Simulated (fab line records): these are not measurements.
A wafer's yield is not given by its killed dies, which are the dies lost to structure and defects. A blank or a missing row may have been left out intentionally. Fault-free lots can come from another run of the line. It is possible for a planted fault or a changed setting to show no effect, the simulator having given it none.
Split-lot trial    flow n5 finfet    21 wafers read across 7 lots, on a route 1938 steps long

== ON THE SPLIT ==
At N5_HKMG_FIN_CVD_62 (deposits a-Si from Si2H6, target thk 3 nm, time 20.8 s), the setting temp c was moved away from the recipe's 500 C on 8 of the 21 wafers read, by +1.5% to +3.1%. The other wafers ran this setting at the recipe's value.

The split's own step is where the reading is taken.

== THE READING ==
a-Si_of_HKMG_FIN_CVD_62.thk nm (the simulator's own value, which no gauge read), in nm, at N5_HKMG_FIN_CVD_62 (deposits a-Si from Si2H6, target thk 3 nm, time 20.8 s). No usual value for it is given in the file. Here, 13 wafers ran the recipe; their average is 3.0 nm with a standard deviation of 0.13 nm.

wafer   tool, chamber at the split  temp c as run, C  against the recipe  a-Si_of_HKMG_FIN_CVD_62.thk nm, nm  against lot-mates on the recipe
L074.1  thermal cvd si-02, 1,0,1    500               recipe              3                                   -
L074.2  thermal cvd si-02, 1,0,1    500               recipe              3                                   -
L074.6  thermal cvd si-02, 1,0,1    500               recipe              3                                   -
L075.1  thermal cvd si-01, 1,2,0    500               recipe              3.2                                 -
L075.2  thermal cvd si-01, 1,2,0    500               recipe              3.2                                 -
L075.3  thermal cvd si-01, 1,2,0    500               recipe              3.2                                 -
L082.2  thermal cvd si-02, 0        507.5             +1.5%               3.8                                 +0.8
L082.3  thermal cvd si-02, 2        507.5             +1.5%               3.6                                 +0.6
L082.5  thermal cvd si-02, 1        500               recipe              3                                   -
L084.2  thermal cvd si-02, 2        500               recipe              2.8                                 -
L084.3  thermal cvd si-02, 0        515.6             +3.1%               4.6                                 +1.8
L084.6  thermal cvd si-02, 0        515.6             +3.1%               4.6                                 +1.8
L085.1  thermal cvd si-01, 2        500               recipe              3                                   -
L085.4  thermal cvd si-01, 0        515.7             +3.1%               4.6                                 +1.6
L085.6  thermal cvd si-01, 1        515.7             +3.1%               4.8                                 +1.8
L087.1  thermal cvd si-01, 2,1      500               recipe              3                                   -
L087.2  thermal cvd si-01, 2,1      500               recipe              3                                   -
L087.5  thermal cvd si-01, 0        500               recipe              2.8                                 -
L097.1  thermal cvd si-01, 1        510.1             +2.0%               4                                   +0.8
L097.5  thermal cvd si-01, 1        510.1             +2.0%               4                                   +0.8
L097.2  thermal cvd si-01, 2        500               recipe              3.2                                 -
Where a row lists several chambers, the file gives one row for several wafers and doesn't say which wafer went through which chamber.

THE FIT
A straight line over all 21 wafers: a-Si_of_HKMG_FIN_CVD_62.thk nm changes by +0.509 nm for each +1% of temp c; r = +0.98; the points scatter about the line by 0.13 nm.
The same after taking each lot's own level away (the mean of its wafers on the recipe; 21 wafers): +0.533 nm for each +1%; r = +0.99; scatter 0.12 nm.
That fit puts the effect of the largest move of temp c on the reading at 1.7 nm.
The span of the lots' own levels, 2.80 to 3.20 nm, comes to 3.0 times the standard deviation stated above.
The two slopes agree, so the slope changes little with the lot-to-lot level.
Check: with one of the wafers moved furthest among these (+3.1%) left out of the fit, the line predicts +1.67 nm for it against its lot-mates. Against them it came out at +1.6 nm.

== THE OTHER SPLITS THESE WAFERS WENT THROUGH ==
Before the reading, these wafers also passed through other splits. Each is held against what the fit with the lots' levels taken away leaves over:
other split on the same wafers      wafers away from the commonest value  r with a-Si_of_HKMG_FIN_CVD_62.thk nm (lot level and that fit taken away)
N5_SD_EPI_P_EXPOSE_06 dose mj       10                                    -0.32
N5_SD_EPI_P_ETCH_16 target depth a  4                                     -0.08
N5_SD_EPI_P_EPI_21 temp c           5                                     +0.14
N5_SD_ACTIVATION_LSA_01 temp c      5                                     +0.44
N5_HKMG_FIN_ETCH_54 source w        6                                     +0.31

== FILE'S OWN FIT ==
a-Si_of_HKMG_FIN_CVD_62.thk nm changes by +0.525 nm for each +1% of temp c, r = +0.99.
